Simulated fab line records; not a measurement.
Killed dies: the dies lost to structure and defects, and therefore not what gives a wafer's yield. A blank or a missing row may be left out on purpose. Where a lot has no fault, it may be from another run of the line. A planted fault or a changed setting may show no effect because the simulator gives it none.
Chamber matching / flow n5 finfet / N5_BEOL_M7_PECVD_70 on pecvd-02: 3 sister chambers
The step deposits SiO2 from TEOS/O2, target thk 20 nm, time 22.7 s. 14 wafers are shown with their chamber, then 7 later ones without.

WAFERS, EACH WITH ITS CHAMBER
wafer=L075.2; chamber=2; showerhead plenum p Torr (Torr)=8.92; heater power w (W)=732; throttle valve pct (%)=22.2
wafer=L075.5; chamber=2; showerhead plenum p Torr (Torr)=8.94; heater power w (W)=736; throttle valve pct (%)=22.0
wafer=L075.6; chamber=1; showerhead plenum p Torr (Torr)=8.81; heater power w (W)=865; throttle valve pct (%)=22.4
wafer=L077.1; chamber=0; showerhead plenum p Torr (Torr)=8.81; heater power w (W)=721; throttle valve pct (%)=21.9
wafer=L077.3; chamber=2; showerhead plenum p Torr (Torr)=8.92; heater power w (W)=664; throttle valve pct (%)=21.7
wafer=L077.6; chamber=2; showerhead plenum p Torr (Torr)=8.94; heater power w (W)=644; throttle valve pct (%)=22.0
wafer=L082.2; chamber=0; showerhead plenum p Torr (Torr)=8.82; heater power w (W)=758; throttle valve pct (%)=21.8
wafer=L082.3; chamber=0; showerhead plenum p Torr (Torr)=8.82; heater power w (W)=764; throttle valve pct (%)=21.8
wafer=L082.6; chamber=0; showerhead plenum p Torr (Torr)=8.80; heater power w (W)=763; throttle valve pct (%)=21.4
wafer=L085.1; chamber=0; showerhead plenum p Torr (Torr)=8.82; heater power w (W)=702; throttle valve pct (%)=21.5
wafer=L085.4; chamber=0; showerhead plenum p Torr (Torr)=8.81; heater power w (W)=682; throttle valve pct (%)=21.8
wafer=L085.6; chamber=2; showerhead plenum p Torr (Torr)=8.92; heater power w (W)=758; throttle valve pct (%)=22.5
wafer=L088.1; chamber=1; showerhead plenum p Torr (Torr)=8.85; heater power w (W)=822; throttle valve pct (%)=22.3
wafer=L088.3; chamber=0; showerhead plenum p Torr (Torr)=8.82; heater power w (W)=705; throttle valve pct (%)=21.7

SIGNATURES (averages over the wafers above)
reading=showerhead plenum p Torr; chamber 0=8.8143; chamber 1=8.8300; chamber 2=8.9280; scatter within a chamber=0.0123
reading=heater power w; chamber 0=727.86; chamber 1=843.50; chamber 2=706.80; scatter within a chamber=40
reading=throttle valve pct; chamber 0=21.700; chamber 1=22.350; chamber 2=22.080; scatter within a chamber=0.224
Rule: for each reading, subtract the chamber's mean from the wafer's reading, divide by that reading's scatter and square the result; add these up over the readings and take the root, which gives the wafer's distance from the chamber. The wafer belongs to the nearest chamber; if the next one is less than 2 further off, it can't be placed. The scatter is the square root of a quotient: the sum, over the shown wafers, of each reading's squared deviation from its chamber's mean, divided by wafers minus chambers.

WAFERS WHOSE CHAMBER IS MISSING
wafer=L088.5; showerhead plenum p Torr (Torr)=8.85; heater power w (W)=715; throttle valve pct (%)=21.6
wafer=L089.2; showerhead plenum p Torr (Torr)=8.84; heater power w (W)=612; throttle valve pct (%)=21.7
wafer=L089.3; showerhead plenum p Torr (Torr)=8.81; heater power w (W)=867; throttle valve pct (%)=22.3
wafer=L089.6; showerhead plenum p Torr (Torr)=8.82; heater power w (W)=625; throttle valve pct (%)=21.5
wafer=L093.1; showerhead plenum p Torr (Torr)=8.83; heater power w (W)=743; throttle valve pct (%)=22.3
wafer=L093.5; showerhead plenum p Torr (Torr)=8.91; heater power w (W)=720; throttle valve pct (%)=22.3
wafer=L093.6; showerhead plenum p Torr (Torr)=8.85; heater power w (W)=742; throttle valve pct (%)=22.3

CHAMBER TAKEN BY EACH
wafer=L088.5; from the rows above=can't be placed: 0 or 1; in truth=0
wafer=L089.2; from the rows above=0; in truth=0
wafer=L089.3; from the rows above=1; in truth=1
wafer=L089.6; from the rows above=0; in truth=0
wafer=L093.1; from the rows above=can't be placed: 1 or 0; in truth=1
wafer=L093.5; from the rows above=2; in truth=2
wafer=L093.6; from the rows above=can't be placed: 1 or 0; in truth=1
Placed correctly: 4 of 7. These rows do not allow placing 3 (true chamber among the candidates in 3). Placed wrongly: 0.
